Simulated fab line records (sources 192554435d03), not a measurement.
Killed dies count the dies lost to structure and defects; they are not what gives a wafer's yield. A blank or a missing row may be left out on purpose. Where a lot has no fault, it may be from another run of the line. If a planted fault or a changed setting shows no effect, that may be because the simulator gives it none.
Which tool did it?    flow n5Finfet    9 lots, 27 wafers sampled, at 5 steps of a route of 1938

## WHAT THE GAUGES READ, wafer by wafer
N5_BEOL_M4_RC_MEAS_101. Usual: DIBL_N 36.0 mV/V, standard deviation 2; DIBL_P 36.2 mV/V, standard deviation 2.2; IOFF_N 0.16 nA/um, standard deviation 0.034; IOFF_P 0.21 nA/um, standard deviation 0.04; ION_N 675 uA/um, standard deviation 12; ION_P 463 uA/um, standard deviation 7.2; SS_N 71.6 mV/dec, standard deviation 0.6; SS_P 73.3 mV/dec, standard deviation 0.67; VT_N 250 mV, standard deviation 3; VT_P -251 mV, standard deviation 3.4.
lot   measured      on         DIBL_N (mV/V)   DIBL_P (mV/V)   IOFF_N (nA/um)  IOFF_P (nA/um)  ION_N (uA/um)  ION_P (uA/um)  SS_N (mV/dec)   SS_P (mV/dec)   VT_N (mV)    VT_P (mV)       flag
L559  day 8 10:36   prober-01  38.6 37.0 36.2  39.1 37.7 36.8  0.22 0.19 0.18  0.26 0.24 0.22  692 684 683    468 467 464    71.6 71.2 71.8  73.7 73.8 73.9  248 246 245  -250 -248 -250  
L564  day 10 01:47  prober-02  35.0 35.8 33.0  36.6 36.6 33.8  0.15 0.16 0.13  0.19 0.18 0.15  669 675 671    457 455 454    71.6 72.2 70.9  72.8 73.2 72.9  250 249 252  -255 -254 -257  
L569  day 11 02:45  prober-01  40.9 40.6 39.4  40.8 40.0 38.3  0.20 0.20 0.18  0.26 0.25 0.22  700 687 697    469 466 470    71.1 71.7 71.0  75.2 74.1 74.0  247 247 249  -249 -249 -250  
L570  day 11 05:12  prober-01  37.9 37.9 35.4  39.9 39.9 36.6  0.20 0.20 0.16  0.28 0.29 0.24  682 694 678    468 481 470    72.1 72.4 71.5  74.6 73.7 73.3  244 245 248  -246 -246 -248  
L571  day 11 09:48  prober-01  37.6 35.4 39.6  38.4 36.5 41.7  0.19 0.17 0.26  0.25 0.22 0.33  678 679 688    467 470 481    71.1 71.9 72.7  73.8 73.1 74.7  250 249 242  -248 -248 -241  
L572  day 12 04:51  prober-02  34.6 37.4 34.8  34.6 38.7 35.9  0.13 0.17 0.13  0.19 0.25 0.21  669 674 665    464 462 458    71.6 72.4 72.0  72.6 74.2 73.4  253 249 253  -252 -248 -250  
L573  day 12 04:16  prober-01  35.6 39.0 35.0  35.2 39.3 34.8  0.16 0.24 0.16  0.23 0.31 0.22  679 697 673    463 477 461    71.4 72.2 71.5  73.3 74.0 73.1  251 246 249  -246 -245 -247  
L579  day 14 02:49  prober-02  36.8 38.6 34.2  36.9 37.4 32.8  0.16 0.20 0.13  0.20 0.21 0.16  672 692 664    463 465 452    71.1 71.9 71.2  73.5 73.9 71.9  249 247 252  -253 -251 -254  
L580  day 13 23:46  prober-01  39.8 35.9 35.3  39.3 36.6 35.1  0.24 0.17 0.15  0.29 0.23 0.21  696 690 669    470 464 467    72.4 71.0 71.4  74.2 72.5 72.7  243 247 251  -246 -247 -252  

## WHAT TOOL EACH LOT RAN ON (gives the tool, then ch and the chambers of the sampled wafers, and finally the start)
lot   N5_FIN_SAQP_ETCH_51               N5_FIN_SAQP_SPACER1_ALD_24       N5_FIN_SAQP_ETCH_34               N5_FIN_SAQP_HM_CD_35
L559  rieDiel-02 ch 2,3, day 2 04:36    aldSin-03 ch 1,3, day 2 05:40    rieDiel-01 ch 1,3, day 2 08:14    cdSem-03, day 2 08:23
L564  rieDiel-04 ch 1,2,3, day 3 09:49  aldSin-02 ch 1,2,3, day 3 11:06  rieDiel-02 ch 0,1,3, day 3 13:59  cdSem-02, day 3 14:07
L569  rieDiel-04 ch 0,1, day 4 16:23    aldSin-04 ch 0,2,3, day 4 17:27  rieDiel-01 ch 1,3, day 4 20:23    cdSem-02, day 4 20:32
L570  rieDiel-02 ch 0,2,3, day 4 22:48  aldSin-03 ch 0,1,3, day 5 00:20  rieDiel-01 ch 0,2,3, day 5 03:17  cdSem-01, day 5 03:26
L571  rieDiel-02 ch 0,1,2, day 5 04:22  aldSin-02 ch 0,3, day 5 05:28    rieDiel-01 ch 2,3, day 5 08:50    cdSem-03, day 5 08:58
L572  rieDiel-01 ch 0,2,3, day 5 11:34  aldSin-03 ch 0,2, day 5 13:04    rieDiel-02 ch 0,2, day 5 16:31    cdSem-01, day 5 16:40
L573  rieDiel-01 ch 0,3, day 5 18:00    aldSin-02 ch 2,3, day 5 19:34    rieDiel-01 ch 2,3, day 5 23:02    cdSem-01, day 5 23:12
L579  rieDiel-01 ch 1,2,3, day 7 04:52  aldSin-02 ch 0,2,3, day 7 05:56  rieDiel-02 ch 0,1, day 7 08:38    cdSem-02, day 7 08:47
L580  rieDiel-04 ch 0,1,2, day 7 11:11  aldSin-04 ch 1,2, day 7 12:16    rieDiel-02 ch 1,2,3, day 7 15:25  cdSem-02, day 7 15:34
- N5_FIN_SAQP_ETCH_51: etches SiARC in CF4, target depth 45.5 nm, time 75.8 s.
- N5_FIN_SAQP_SPACER1_ALD_24: deposits SiO2, target thk 20.3 nm, pulse time 1 s, purge time 2 s.
- N5_FIN_SAQP_ETCH_34: etches SiO2 in C4F6/O2, target depth 45 nm, time 15 s.
- N5_FIN_SAQP_HM_CD_35: target cd 8 nm.

## AS READ BY THE TOOLS THEMSELVES (means over the sampled wafers that have a number; for cases with no such wafer, the mark the record gives instead)
N5_FIN_SAQP_ETCH_51. Usual: drypumpMotorCurrentA 5.6 A, standard deviation 0.46; etchRfOnTimeS 75.7 s, standard deviation 1.1; mfcArSccm 100.04 sccm, standard deviation 0.3; oesProductAu 0.71 a.u., standard deviation 0.066; rfVppV 183.9 V, standard deviation 1.1; showerheadPlenumPTorr 2.13 Torr, standard deviation 0.058; throttleValvePct 15.52 %, standard deviation 0.16.
lot   tool        drypumpMotorCurrentA (A)  etchRfOnTimeS (s)  mfcArSccm (sccm)  oesProductAu (a.u.)  rfVppV (V)  showerheadPlenumPTorr (Torr)  throttleValvePct (%)  flag
L559  rieDiel-02  5.8                       75.2               99.92             0.67                 184.4       2.21                          15.48                 
L564  rieDiel-04  5.2                       76.1               99.90             0.75                 185.0       2.15                          15.43                 
L569  rieDiel-04  5.6                       74.7               99.94             0.72                 182.9       2.09                          15.55                 
L570  rieDiel-02  5.6                       75.8               100.15            0.70                 183.9       2.17                          15.52                 
L571  rieDiel-02  5.7                       75.3               99.91             0.69                 184.0       2.11                          15.66                 
L572  rieDiel-01  6.0                       75.4               99.76             0.71                 184.3       2.12                          15.52                 
L573  rieDiel-01  6.2                       73.9               100.00            0.74                 183.1       2.10                          15.54                 
L579  rieDiel-01  5.6                       76.8               99.82             0.64                 182.6       2.08                          15.64                 
L580  rieDiel-04  5.4                       75.7               99.78             0.72                 185.2       2.12                          15.48                 

N5_FIN_SAQP_SPACER1_ALD_24. Usual: heaterPowerW 477 W, standard deviation 43; precursorPulseHeightRel 1.001, standard deviation 0.021; susceptorTempC 300.02 C, standard deviation 0.19.
lot   tool       heaterPowerW (W)  precursorPulseHeightRel  susceptorTempC (C)  flag
L559  aldSin-03  520               0.994                    300.11              
L564  aldSin-02  456               0.988                    299.96              
L569  aldSin-04  513               0.998                    300.00              
L570  aldSin-03  500               1.001                    300.34              
L571  aldSin-02  446               0.979                    300.05              
L572  aldSin-03  465               1.001                    299.83              
L573  aldSin-02  425               0.984                    299.90              
L579  aldSin-02  435               1.029                    300.19              
L580  aldSin-04  479               0.986                    300.19              

N5_FIN_SAQP_ETCH_34. Usual: drypumpMotorCurrentA 5.7 A, standard deviation 0.46; etchRfOnTimeS 14.99 s, standard deviation 0.19; mfcArSccm 299.9 sccm, standard deviation 0.93; oesProductAu 0.70 a.u., standard deviation 0.065; rfVppV 667 V, standard deviation 14; showerheadPlenumPTorr 2.82 Torr, standard deviation 0.079; throttleValvePct 21.03 %, standard deviation 0.15.
lot   tool        drypumpMotorCurrentA (A)  etchRfOnTimeS (s)  mfcArSccm (sccm)  oesProductAu (a.u.)  rfVppV (V)  showerheadPlenumPTorr (Torr)  throttleValvePct (%)  flag
L559  rieDiel-01  5.8                       14.99              299.3             0.68                 675         2.76                          21.04                 
L564  rieDiel-02  5.8                       15.03              300.4             0.67                 669         2.87                          21.00                 
L569  rieDiel-01  5.8                       15.07              299.7             0.66                 675         2.75                          21.08                 
L570  rieDiel-01  6.0                       10.59              299.8             0.88                 668         2.82                          21.14                 OFF
L571  rieDiel-01  6.0                       10.69              299.9             0.84                 681         2.81                          21.12                 OFF
L572  rieDiel-02  5.5                       14.81              299.0             0.73                 648         2.82                          21.22                 
L573  rieDiel-01  5.8                       10.69              300.0             0.83                 679         2.84                          21.14                 OFF
L579  rieDiel-02  5.5                       15.36              300.0             0.62                 664         2.81                          21.19                 
L580  rieDiel-02  5.9                       14.88              299.8             0.69                 660         2.84                          21.07                 

N5_FIN_SAQP_HM_CD_35. Usual: cdNm 8.10 nm, standard deviation 0.26.
lot   tool      cdNm (nm)  flag
L559  cdSem-03  8.05       
L564  cdSem-02  7.94       
L569  cdSem-02  8.42       
L570  cdSem-01  8.28       
L571  cdSem-03  8.26       
L572  cdSem-01  8.08       
L573  cdSem-01  8.12       
L579  cdSem-02  8.19       
L580  cdSem-02  8.38       

## THE ANSWER, worked out from the rows above alone
Rule: a lot is off if the mean of its wafers that have a number lies more than 3 standard deviations from the usual mean. Also off: a lot with no number at a reading for which 4 or more lots have one. Any other lot the step has rows for is counted as sound. First the gauges in route order, then the tools' own readings, where a lot's mean is used as printed above. The first step at which some lot is off is used, and at that step the reading that is off furthest; a lot without a number counts as furthest.
Off, at N5_FIN_SAQP_ETCH_34 on etchRfOnTimeS: L570, L571, L573.
A tool fits if, at that step or a process step before it, it ran every lot that is off, and no sound lot after the first of them. One fits: rieDiel-01 at N5_FIN_SAQP_ETCH_34. A fault onset in the window from L569 (day 4 20:23, its last sound lot) to L570 (day 5 03:17, its first lot off) fits.
The tool's own readings at N5_FIN_SAQP_ETCH_34 bear it out: on the lots that are off they differ by more than 5 times the standard deviation of the sound lots' means. etchRfOnTimeS reads 10.66 s there against 15.02 s on the sound lots; oesProductAu reads 0.85 a.u. there against 0.68 a.u. on the sound lots.

## WHAT HAD BEEN PUT IN BY THE SIMULATOR
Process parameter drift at N5_FIN_SAQP_ETCH_34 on rieDiel-01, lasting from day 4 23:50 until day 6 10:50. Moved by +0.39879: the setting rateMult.
Struck lots among those shown: L570, L571, L573. Same finding as the rule above.
